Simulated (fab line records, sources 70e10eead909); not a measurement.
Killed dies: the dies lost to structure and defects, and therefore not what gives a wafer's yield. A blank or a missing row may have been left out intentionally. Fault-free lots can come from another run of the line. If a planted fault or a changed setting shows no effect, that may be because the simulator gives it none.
Chamber matching :: flow nand harc :: NHARC_A_SLIT_DEP_25 on pecvd-02 has 3 sister chambers
The step deposits SiO2, target thk 200 nm. 6 wafers are shown with their chamber, then 7 later ones without.

## WAFERS, EACH WITH ITS CHAMBER
wafer: L691.2
chamber: 0
throttle valve pct (%): 15.6
heater power w (W): 731

wafer: L691.5
chamber: 2
throttle valve pct (%): 16.3
heater power w (W): 755

wafer: L692.1
chamber: 0
throttle valve pct (%): 15.6
heater power w (W): 646

wafer: L692.6
chamber: 1
throttle valve pct (%): 15.3
heater power w (W): 622

wafer: L701.3
chamber: 2
throttle valve pct (%): 16.6
heater power w (W): 733

wafer: L701.4
chamber: 1
throttle valve pct (%): 15.6
heater power w (W): 533

## WAFERS WITH NO CHAMBER GIVEN
wafer: L701.5
throttle valve pct (%): 15.7
heater power w (W): 592

wafer: L706.2
throttle valve pct (%): 16.2
heater power w (W): 812

wafer: L706.5
throttle valve pct (%): 15.5
heater power w (W): 716

wafer: L706.6
throttle valve pct (%): 14.8
heater power w (W): 553

wafer: L709.1
throttle valve pct (%): 15.0
heater power w (W): 589

wafer: L709.3
throttle valve pct (%): 14.8
heater power w (W): 613

wafer: L709.4
throttle valve pct (%): 15.5
heater power w (W): 649

## CHAMBER TAKEN BY EACH
wafer: L701.5
from the rows above: can't be placed: 1 or 0
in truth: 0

wafer: L706.2
from the rows above: 2
in truth: 2

wafer: L706.5
from the rows above: can't be placed: 0 or 1
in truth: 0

wafer: L706.6
from the rows above: can't be placed: 1 or 0
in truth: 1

wafer: L709.1
from the rows above: can't be placed: 1 or 0
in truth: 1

wafer: L709.3
from the rows above: can't be placed: 1 or 0
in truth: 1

wafer: L709.4
from the rows above: can't be placed: 0 or 1
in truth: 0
Placed correctly: 1 of 7. These rows do not allow placing 6 (true chamber among the candidates in 6). 0 placed wrongly.
How it was worked out, from the rows above alone: a wafer's distance from a chamber is the root of the sum, over the readings, of the square of ((its reading less the chamber's mean) divided by the reading's scatter). The wafer belongs to the nearest chamber; if the next one is less than 2 further off, it can't be placed. Each chamber's mean is taken over the wafers shown for it. The scatter: take each reading less its chamber's mean, square it, sum over the shown wafers, divide by the number of wafers less the number of chambers, and take the root.
